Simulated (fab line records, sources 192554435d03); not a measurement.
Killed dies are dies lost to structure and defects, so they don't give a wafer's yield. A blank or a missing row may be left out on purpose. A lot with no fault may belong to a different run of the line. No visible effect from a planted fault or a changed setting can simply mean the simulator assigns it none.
Comparing a struck lot with a sound one | flow n5Finfet | 38 steps out of a route of 1938
Sound: the wafers L734.1, L734.2, L734.3. Wafers struck: L731.2, L731.5, L731.6. The cause is named last.
Order at every step that has rows: each side's tool, ch and its chambers, its first start. Under that, the readings that differ: sound wafers | struck wafers | difference of the means | sigmas: that difference in standard deviations of wafers without a fault.
alike: a reading whose means differ by less than 2 such deviations, as well as words and numbers matching on both sides. not compared: withheld readings; readings where some wafer has no value; bounds like >300 that might hide an equal value; numbers whose values overlap and for which the record gives no deviation.
A row with sigmas, a row that says differs or no value, or rows on one side alone: a step with any of these is where the two part. When numbers do not overlap yet have no deviation, they are printed without sigmas and do not part them. Lack of a reading on every wafer of one side parts them only where that side has two or more wafers.

first, 9 steps without rows for these wafers: N5_BEOL_M4_ANNEAL_95 (time 240 s); N5_BEOL_M4_SPUTTER_96 (material Cu, target thk 4.5 nm, time 8.29 s); N5_BEOL_M4_ECD_50 (material Cu, target thk 300 nm); N5_BEOL_M4_ANNEAL_51 (time 90 s); N5_BEOL_M4_CMP_52 (polishes, stops on SiOC, t overpolish 6.8 s, target thk 40 nm); N5_BEOL_M4_PRE_CLEAN_60 (time 15 s); N5_BEOL_M4_CO_CAP_55 (material Co, precursor CCTBA/H2, target thk 2 nm, time 102.1 s); N5_BEOL_M4_PRE_CLEAN_56 (time 15 s); N5_BEOL_M4_DEP_57 (deposits SiCN from 3MS/NH3, target thk 8 nm, time 14 s).
N5_BEOL_M4_RC_MEAS_101:
  sound on prober-02 ch 0, day 13 21:35; struck on prober-02 ch 0, day 13 05:37
  alike: DIBL_N, DIBL_P, IOFF_N, IOFF_P, ION_N, ION_P, SS_N, SS_P, VT_N, VT_P
then, 24 steps without rows for these wafers: N5_BEOL_M5_ILD_DEP_00 (deposits SiCOH lowk from DEMS/porogen, target thk 140.64 nm, time 25.9 s); N5_BEOL_M5_CURE_79 (cures SiCOH lowk, time 240 s); N5_BEOL_M5_PECVD_70 (deposits SiO2 from TEOS/O2, target thk 16 nm, time 18 s); N5_BEOL_M5_HM_DEP_02 (deposits TiN, target thk 20 nm); N5_BEOL_M5_COAT_59 (time 60 s, resist thk 60 nm); N5_BEOL_M5_COAT_60 (time 60 s, resist thk 12 nm); N5_BEOL_M5_COAT_71 (time 60 s, resist thk 5 nm); N5_BEOL_M5_COAT_05 (resist thk 30 nm); N5_BEOL_M5_EBR_07; N5_BEOL_M5_SOFTBAKE_06 (time 60 s); N5_BEOL_M5_EXPOSE_08 (exposes mask M5, target cd 28 nm); N5_BEOL_M5_PEB_09 (peb time 60 s); N5_BEOL_M5_DEVELOP_10 (develop time 30 s); N5_BEOL_M5_DESCUM_16 (chemistry O2, time 7 s); N5_BEOL_M5_ETCH_72 (etches underlayer in N2/H2, target depth 6.5 nm, time 5.2 s); N5_BEOL_M5_ETCH_61 (etches SiARC in CF4, target depth 15.6 nm, time 26 s); N5_BEOL_M5_ETCH_62 (etches SOC in N2/H2, target depth 75 nm, overetch 15 nm, time 112.5 s); N5_BEOL_M5_STRIP_63 (strips in N2/H2); N5_BEOL_M5_STRIP_73 (strips in N2/H2); N5_BEOL_M5_STRIP_64 (strips in CF4); N5_BEOL_M5_HM_OPEN_17 (chemistry Cl2/BCl3, target TiN, target depth 20 nm, overetch 6 nm); N5_BEOL_M5_STRIP_19 (strips in O2); N5_BEOL_M5_COAT_65 (time 60 s, resist thk 60 nm); N5_BEOL_M5_COAT_66 (time 60 s, resist thk 12 nm).
-- record jumps: 3 days separate the struck wafers' starts on either side; left off in module BEOL_M5, taken up again in module BEOL_M12, whose first shown step is the route's number 1639 --
N5_BEOL_M12_TRENCH_ETCH_34: etches SiOC in C4F8/O2/Ar, target depth 318.95 nm, time 125.5 s.
  sound on rieDiel-01 ch 0,1,3, day 17 07:07; struck on rieDiel-04 ch 1,2,3, day 16 09:42
  no value came back on the struck wafers for any of 8 readings (C4F8_flow_sccm (sccm), O2_flow_sccm (sccm) and others); on the sound wafers C4F8_flow_sccm (sccm) reads 14.99 15.04 15.00
reading                                    | sound | struck         | difference | sigmas
model.SiARC_of_BEOL_M12_COAT_66.thkNm (nm) | 0 0 0 | 85.4 85.4 85.6 | +85.5      | 
N5_BEOL_M12_OCD_MEAS_35:
  sound: ocd-01 at day 17 07:16; struck: ocd-01 at day 16 09:51
reading            | sound       | struck | difference | sigmas
trenchDepthNm (nm) | 319 312 320 | 1 0 0  | -317       | -59
N5_BEOL_M12_CMP_49: polishes, stops on SiOC, t overpolish 20.6 s, target thk 320 nm.
  sound on cmp-03 ch 0,2,3, day 17 10:26; struck on cmp-03 ch 0,1, day 16 19:43
reading                                | sound           | struck | difference | sigmas
model.Cu_of_BEOL_M12_ECD_47.thkNm (nm) | 322 313.2 321.2 | 0 0 0  | -319       | 
  alike: barrierFieldEndpointS, motorCurrentA, overpolishRunS, slurryFilterDpKPa
-- here the record skips 4 days between the struck wafers' starts before and after, leaving off in module BEOL_M12 and picking up in module PASSIVATION (first step shown: number 1936 of the route) --
N5_PASSIVATION_PROBE_49:
  sound: prober-02 at day 18 21:56; struck: prober-02 at day 20 08:26
reading                 | sound          | struck         | difference | sigmas
defectLimitedYield (%)  | 89.9 92.5 92.3 | 0 0 0          | -92        | -65
killed_at_M4_up         | 15 18 26       | 1087 1087 1081 | +1065      | +99 or more
killedDies              | 119 88 91      | 1180 1180 1180 | +1081      | +68
killedOnRim             | 20 10 8        | 152 152 152    | +139       | +33
sort_bin_5_function (%) | 5.0 5.1 4.5    | 95.8 97.0 95.6 | +91.3      | +99 or more
sortNPass               | 1061 1092 1089 | 0 0 0          | -1081      | -51
sortYieldPct (%)        | 89.9 92.5 92.3 | 0 0 0          | -92        | -51
  alike: killed_at_M0_to_M3, killedAtContacts, killedAtFrontEnd, killedAtOther, killedOpen, killedShort, sort_bin_6_memory

WHERE THEY PART
First at N5_BEOL_M12_TRENCH_ETCH_34; last, within this record, at N5_PASSIVATION_PROBE_49.

WHY: whatever the simulator had introduced
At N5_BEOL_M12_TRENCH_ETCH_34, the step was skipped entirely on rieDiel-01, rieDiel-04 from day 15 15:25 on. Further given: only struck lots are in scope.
